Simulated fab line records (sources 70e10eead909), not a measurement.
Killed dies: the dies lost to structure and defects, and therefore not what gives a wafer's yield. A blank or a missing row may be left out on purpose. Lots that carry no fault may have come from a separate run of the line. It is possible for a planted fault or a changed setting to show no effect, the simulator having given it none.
The tool behind it: which one? || flow nand_harc || Sampling: 12 lots, 36 wafers, 5 of 1159 route steps

WHAT EACH GAUGE READ, for each wafer
NHARC_A_ONON_D1_THK_MEAS_34: measures by ellipsometry.
{"lot": "L397", "measured": "day 8 09:53", "on": "film_metro-02", "thk_nm (nm)": "198.2 198.2 193.8"}
{"lot": "L399", "measured": "day 8 23:43", "on": "film_metro-02", "thk_nm (nm)": "197.0 197.7 202.2"}
{"lot": "L401", "measured": "day 9 11:40", "on": "film_metro-02", "thk_nm (nm)": "193.9 201.5 197.0"}
{"lot": "L404", "measured": "day 9 19:41", "on": "film_metro-02", "thk_nm (nm)": "198.8 199.8 199.8"}
{"lot": "L406", "measured": "day 10 17:33", "on": "film_metro-01", "thk_nm (nm)": "200.8 203.6 206.8"}
{"lot": "L407", "measured": "day 10 17:47", "on": "film_metro-01", "thk_nm (nm)": "199.5 199.2 202.2"}
{"lot": "L405", "measured": "day 10 17:50", "on": "film_metro-01", "thk_nm (nm)": "201.6 203.0 199.0"}
{"lot": "L409", "measured": "day 11 03:18", "on": "film_metro-02", "thk_nm (nm)": "198.3 201.2 202.4"}
{"lot": "L414", "measured": "day 12 12:25", "on": "film_metro-02", "thk_nm (nm)": "202.1 198.9 202.6"}
{"lot": "L417", "measured": "day 13 13:36", "on": "film_metro-02", "thk_nm (nm)": "200.1 205.2 205.4"}
{"lot": "L419", "measured": "day 13 13:44", "on": "film_metro-01", "thk_nm (nm)": "197.7 203.3 200.5"}
{"lot": "L418", "measured": "day 13 13:58", "on": "film_metro-01", "thk_nm (nm)": "199.7 201.9 198.2"}

NHARC_END_SORT_01.
{"lot": "L418", "measured": "day 24 17:34", "on": "prober-02", "killed_at_array": "35 56", "killed_at_other": "0 1", "killed_at_periphery": "0 3", "killed_dies": "35 60", "killed_open": "0 4", "killed_short": "0 2"}

WHICH TOOL RAN EACH LOT (tool, then ch and the chambers of the sampled wafers, then the start)
{"lot": "L397", "NHARC_A_CHANNEL_HOLE_D1_ETCH_38": "rie_diel-13 ch 0,2,3, day 8 15:53", "NHARC_A_CHANNEL_HOLE_D1_ETCH_19": "har_etch-02 ch 0,1, day 8 16:59", "NHARC_A_CHANNEL_FILL_D1_ALD_14": "ald_hk-02 ch 0,1,2, day 9 07:50"}
{"lot": "L399", "NHARC_A_CHANNEL_HOLE_D1_ETCH_38": "rie_diel-13 ch 1,2,3, day 9 03:03", "NHARC_A_CHANNEL_HOLE_D1_ETCH_19": "har_etch-01 ch 0,1, day 9 04:09", "NHARC_A_CHANNEL_FILL_D1_ALD_14": "ald_hk-02 ch 0,1,2, day 9 20:00"}
{"lot": "L401", "NHARC_A_CHANNEL_HOLE_D1_ETCH_38": "rie_diel-13 ch 2,3, day 9 14:35", "NHARC_A_CHANNEL_HOLE_D1_ETCH_19": "har_etch-02 ch 0,1, day 9 15:44", "NHARC_A_CHANNEL_FILL_D1_ALD_14": "ald_hk-02 ch 1,2, day 10 04:37"}
{"lot": "L404", "NHARC_A_CHANNEL_HOLE_D1_ETCH_38": "rie_diel-13 ch 2,3, day 9 23:02", "NHARC_A_CHANNEL_HOLE_D1_ETCH_19": "har_etch-02 ch 0,1, day 10 00:07", "NHARC_A_CHANNEL_FILL_D1_ALD_14": "ald_hk-04 ch 0,1,3, day 10 13:37"}
{"lot": "L406", "NHARC_A_CHANNEL_HOLE_D1_ETCH_38": "rie_diel-08 ch 0,2,3, day 10 22:50", "NHARC_A_CHANNEL_HOLE_D1_ETCH_19": "har_etch-02 ch 0,1, day 10 23:58", "NHARC_A_CHANNEL_FILL_D1_ALD_14": "ald_hk-02 ch 1,3, day 11 13:05"}
{"lot": "L407", "NHARC_A_CHANNEL_HOLE_D1_ETCH_38": "rie_diel-11 ch 0,2, day 10 23:45", "NHARC_A_CHANNEL_HOLE_D1_ETCH_19": "har_etch-01 ch 0,1, day 11 00:50", "NHARC_A_CHANNEL_FILL_D1_ALD_14": "ald_hk-03 ch 1,2, day 11 12:58"}
{"lot": "L405", "NHARC_A_CHANNEL_HOLE_D1_ETCH_38": "rie_diel-13 ch 0,2,3, day 11 00:01", "NHARC_A_CHANNEL_HOLE_D1_ETCH_19": "har_etch-02 ch 0,1, day 11 04:07", "NHARC_A_CHANNEL_FILL_D1_ALD_14": "ald_hk-02 ch 0,2,3, day 11 17:04"}
{"lot": "L409", "NHARC_A_CHANNEL_HOLE_D1_ETCH_38": "rie_diel-13 ch 0,3, day 11 07:10", "NHARC_A_CHANNEL_HOLE_D1_ETCH_19": "har_etch-01 ch 0,1, day 11 08:20", "NHARC_A_CHANNEL_FILL_D1_ALD_14": "ald_hk-04 ch 0,1, day 11 21:12"}
{"lot": "L414", "NHARC_A_CHANNEL_HOLE_D1_ETCH_38": "rie_diel-08 ch 0,1, day 12 16:06", "NHARC_A_CHANNEL_HOLE_D1_ETCH_19": "har_etch-02 ch 0,1, day 12 17:40", "NHARC_A_CHANNEL_FILL_D1_ALD_14": "ald_hk-04 ch 0,2,3, day 13 07:34"}
{"lot": "L417", "NHARC_A_CHANNEL_HOLE_D1_ETCH_38": "rie_diel-13 ch 1,2, day 13 18:47", "NHARC_A_CHANNEL_HOLE_D1_ETCH_19": "har_etch-02 ch 0,1, day 13 19:55", "NHARC_A_CHANNEL_FILL_D1_ALD_14": "ald_hk-02 ch 0,1,3, day 14 08:49"}
{"lot": "L419", "NHARC_A_CHANNEL_HOLE_D1_ETCH_38": "rie_diel-11 ch 0,2,3, day 13 20:17", "NHARC_A_CHANNEL_HOLE_D1_ETCH_19": "har_etch-02 ch 0,1, day 14 00:05", "NHARC_A_CHANNEL_FILL_D1_ALD_14": "ald_hk-04 ch 1,2, day 14 18:19"}
{"lot": "L418", "NHARC_A_CHANNEL_HOLE_D1_ETCH_38": "rie_diel-13 ch 0,2, day 13 20:42", "NHARC_A_CHANNEL_HOLE_D1_ETCH_19": "har_etch-02 ch 0,1, day 14 04:13", "NHARC_A_CHANNEL_FILL_D1_ALD_14": "ald_hk-04 ch 0,2,3, day 14 19:13"}
- NHARC_A_CHANNEL_HOLE_D1_ETCH_38: etches the open film in CF4, target depth 39 nm, time 65 s.
- NHARC_A_CHANNEL_HOLE_D1_ETCH_19: etches the open film in C4F8/O2/Ar, time 34.5 s.
- NHARC_A_CHANNEL_FILL_D1_ALD_14: deposits SiO2, target thk 2.5 nm, pulse time 10 s, ald cycles 25.

AS READ BY THE TOOLS THEMSELVES (means over the sampled wafers that have a number; for cases with no such wafer, the mark the record gives instead)
NHARC_A_CHANNEL_HOLE_D1_ETCH_38.
{"lot": "L397", "tool": "rie_diel-13", "drypump_motor_current_A (A)": 5.9, "oes_product_au (a.u.)": 1.012, "rf_vpp_V (V)": 151.0, "showerhead_plenum_p_Torr (Torr)": 1.78, "throttle_valve_pct (%)": 13.277}
{"lot": "L399", "tool": "rie_diel-13", "drypump_motor_current_A (A)": 5.6, "oes_product_au (a.u.)": 1.012, "rf_vpp_V (V)": 151.3, "showerhead_plenum_p_Torr (Torr)": 1.77, "throttle_valve_pct (%)": 13.282}
{"lot": "L401", "tool": "rie_diel-13", "drypump_motor_current_A (A)": 5.6, "oes_product_au (a.u.)": 1.015, "rf_vpp_V (V)": 151.0, "showerhead_plenum_p_Torr (Torr)": 1.76, "throttle_valve_pct (%)": 13.280}
{"lot": "L404", "tool": "rie_diel-13", "drypump_motor_current_A (A)": 5.7, "oes_product_au (a.u.)": 1.014, "rf_vpp_V (V)": 150.1, "showerhead_plenum_p_Torr (Torr)": 1.76, "throttle_valve_pct (%)": 13.285}
{"lot": "L406", "tool": "rie_diel-08", "drypump_motor_current_A (A)": 5.9, "oes_product_au (a.u.)": 1.001, "rf_vpp_V (V)": 152.6, "showerhead_plenum_p_Torr (Torr)": 1.85, "throttle_valve_pct (%)": 13.285}
{"lot": "L407", "tool": "rie_diel-11", "drypump_motor_current_A (A)": 5.7, "oes_product_au (a.u.)": 1.003, "rf_vpp_V (V)": 150.3, "showerhead_plenum_p_Torr (Torr)": 1.77, "throttle_valve_pct (%)": 13.276}
{"lot": "L405", "tool": "rie_diel-13", "drypump_motor_current_A (A)": 5.9, "oes_product_au (a.u.)": 1.007, "rf_vpp_V (V)": 150.9, "showerhead_plenum_p_Torr (Torr)": 1.78, "throttle_valve_pct (%)": 13.284}
{"lot": "L409", "tool": "rie_diel-13", "drypump_motor_current_A (A)": 5.9, "oes_product_au (a.u.)": 0.999, "rf_vpp_V (V)": 150.6, "showerhead_plenum_p_Torr (Torr)": 1.73, "throttle_valve_pct (%)": 13.280}
{"lot": "L414", "tool": "rie_diel-08", "drypump_motor_current_A (A)": 5.8, "oes_product_au (a.u.)": 0.999, "rf_vpp_V (V)": 151.1, "showerhead_plenum_p_Torr (Torr)": 1.82, "throttle_valve_pct (%)": 13.282}
{"lot": "L417", "tool": "rie_diel-13", "drypump_motor_current_A (A)": 5.5, "oes_product_au (a.u.)": 0.963, "rf_vpp_V (V)": 151.8, "showerhead_plenum_p_Torr (Torr)": 1.82, "throttle_valve_pct (%)": 13.289}
{"lot": "L419", "tool": "rie_diel-11", "drypump_motor_current_A (A)": 5.7, "oes_product_au (a.u.)": 0.999, "rf_vpp_V (V)": 151.2, "showerhead_plenum_p_Torr (Torr)": 1.77, "throttle_valve_pct (%)": 13.280}
{"lot": "L418", "tool": "rie_diel-13", "drypump_motor_current_A (A)": 6.0, "oes_product_au (a.u.)": 0.902, "rf_vpp_V (V)": 151.9, "showerhead_plenum_p_Torr (Torr)": 1.86, "throttle_valve_pct (%)": 13.286}

NHARC_A_CHANNEL_HOLE_D1_ETCH_19.
{"lot": "L397", "tool": "har_etch-02", "drypump_motor_current_A (A)": 5.5, "showerhead_plenum_p_Torr (Torr)": 3.86, "temp_c (C)": -20.05, "throttle_valve_pct (%)": 37.051}
{"lot": "L399", "tool": "har_etch-01", "drypump_motor_current_A (A)": 5.6, "showerhead_plenum_p_Torr (Torr)": 3.82, "temp_c (C)": -19.89, "throttle_valve_pct (%)": 37.037}
{"lot": "L401", "tool": "har_etch-02", "drypump_motor_current_A (A)": 5.8, "showerhead_plenum_p_Torr (Torr)": 3.79, "temp_c (C)": -20.09, "throttle_valve_pct (%)": 37.043}
{"lot": "L404", "tool": "har_etch-02", "drypump_motor_current_A (A)": 5.5, "showerhead_plenum_p_Torr (Torr)": 3.85, "temp_c (C)": -19.99, "throttle_valve_pct (%)": 37.041}
{"lot": "L406", "tool": "har_etch-02", "drypump_motor_current_A (A)": 5.5, "showerhead_plenum_p_Torr (Torr)": 3.85, "temp_c (C)": -19.92, "throttle_valve_pct (%)": 37.035}
{"lot": "L407", "tool": "har_etch-01", "drypump_motor_current_A (A)": 5.8, "showerhead_plenum_p_Torr (Torr)": 3.77, "temp_c (C)": -20.05, "throttle_valve_pct (%)": 37.045}
{"lot": "L405", "tool": "har_etch-02", "drypump_motor_current_A (A)": 5.8, "showerhead_plenum_p_Torr (Torr)": 3.78, "temp_c (C)": -19.95, "throttle_valve_pct (%)": 37.034}
{"lot": "L409", "tool": "har_etch-01", "drypump_motor_current_A (A)": 5.6, "showerhead_plenum_p_Torr (Torr)": 3.81, "temp_c (C)": -20.02, "throttle_valve_pct (%)": 37.045}
{"lot": "L414", "tool": "har_etch-02", "drypump_motor_current_A (A)": 5.8, "showerhead_plenum_p_Torr (Torr)": 3.77, "temp_c (C)": -19.87, "throttle_valve_pct (%)": 37.032}
{"lot": "L417", "tool": "har_etch-02", "drypump_motor_current_A (A)": 5.8, "showerhead_plenum_p_Torr (Torr)": 3.76, "temp_c (C)": -19.92, "throttle_valve_pct (%)": 37.040}
{"lot": "L419", "tool": "har_etch-02", "drypump_motor_current_A (A)": 5.5, "showerhead_plenum_p_Torr (Torr)": 3.83, "temp_c (C)": -20.13, "throttle_valve_pct (%)": 37.031}
{"lot": "L418", "tool": "har_etch-02", "drypump_motor_current_A (A)": 5.8, "showerhead_plenum_p_Torr (Torr)": 3.76, "temp_c (C)": -20.03, "throttle_valve_pct (%)": 37.035}

NHARC_A_CHANNEL_FILL_D1_ALD_14.
{"lot": "L397", "tool": "ald_hk-02", "heater_power_w (W)": 480, "precursor_pulse_height_rel": 0.999}
{"lot": "L399", "tool": "ald_hk-02", "heater_power_w (W)": 478, "precursor_pulse_height_rel": 0.999}
{"lot": "L401", "tool": "ald_hk-02", "heater_power_w (W)": 472, "precursor_pulse_height_rel": 0.991}
{"lot": "L404", "tool": "ald_hk-04", "heater_power_w (W)": 467, "precursor_pulse_height_rel": 0.993}
{"lot": "L406", "tool": "ald_hk-02", "heater_power_w (W)": 451, "precursor_pulse_height_rel": 0.976}
{"lot": "L407", "tool": "ald_hk-03", "heater_power_w (W)": 449, "precursor_pulse_height_rel": 0.990}
{"lot": "L405", "tool": "ald_hk-02", "heater_power_w (W)": 461, "precursor_pulse_height_rel": 1.008}
{"lot": "L409", "tool": "ald_hk-04", "heater_power_w (W)": 436, "precursor_pulse_height_rel": 1.010}
{"lot": "L414", "tool": "ald_hk-04", "heater_power_w (W)": 472, "precursor_pulse_height_rel": 0.998}
{"lot": "L417", "tool": "ald_hk-02", "heater_power_w (W)": 491, "precursor_pulse_height_rel": 0.985}
{"lot": "L419", "tool": "ald_hk-04", "heater_power_w (W)": 389, "precursor_pulse_height_rel": 1.007}
{"lot": "L418", "tool": "ald_hk-04", "heater_power_w (W)": 464, "precursor_pulse_height_rel": 1.011}

THE ANSWER, worked out from the rows above alone
Rule: what is usual is taken from the lots themselves. The widest of any qualifying gaps counts: lots, ordered by their means at a reading, are off when they make up no more than a third of the lots, leave a main group of 4 or more, and stand apart from it by 3 or more times the standard deviation of that group's means. The tables above print the reading to a certain number of digits; a main group whose means all agree to those digits is not used. Also off: a lot with no number at a reading for which 4 or more lots have one. Where the step has rows for the other lots, those lots are counted as sound. Order of review: gauges by route order, followed by the tools' own readings, for which a lot's mean as printed above is used. At the first step where some lot is off, the reading lying furthest off is the one used; lots without a number count as furthest.
Off at NHARC_A_CHANNEL_HOLE_D1_ETCH_38 (oes_product_au): L417, L418. Mean 1.006 a.u. and standard deviation 0.0063 in the main group.
A tool fits if, at that step or a process step before it, it ran every lot that is off, and no sound lot after the first of them. One candidate fits, namely rie_diel-13 at NHARC_A_CHANNEL_HOLE_D1_ETCH_38. Its last sound lot is L409 (day 11 07:10), its first lot that is off L417 (day 13 18:47): a fault that began between those two fits.
The tool's own readings at NHARC_A_CHANNEL_HOLE_D1_ETCH_38 bear it out: on the lots that are off they differ by more than 5 times the standard deviation of the sound lots' means. oes_product_au reads 0.932 a.u. there against 1.006 a.u. on the sound lots.

WHAT THE SIMULATOR PUT IN
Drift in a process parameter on rie_diel-13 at NHARC_A_CHANNEL_HOLE_D1_ETCH_38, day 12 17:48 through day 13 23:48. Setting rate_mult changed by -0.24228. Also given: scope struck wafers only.
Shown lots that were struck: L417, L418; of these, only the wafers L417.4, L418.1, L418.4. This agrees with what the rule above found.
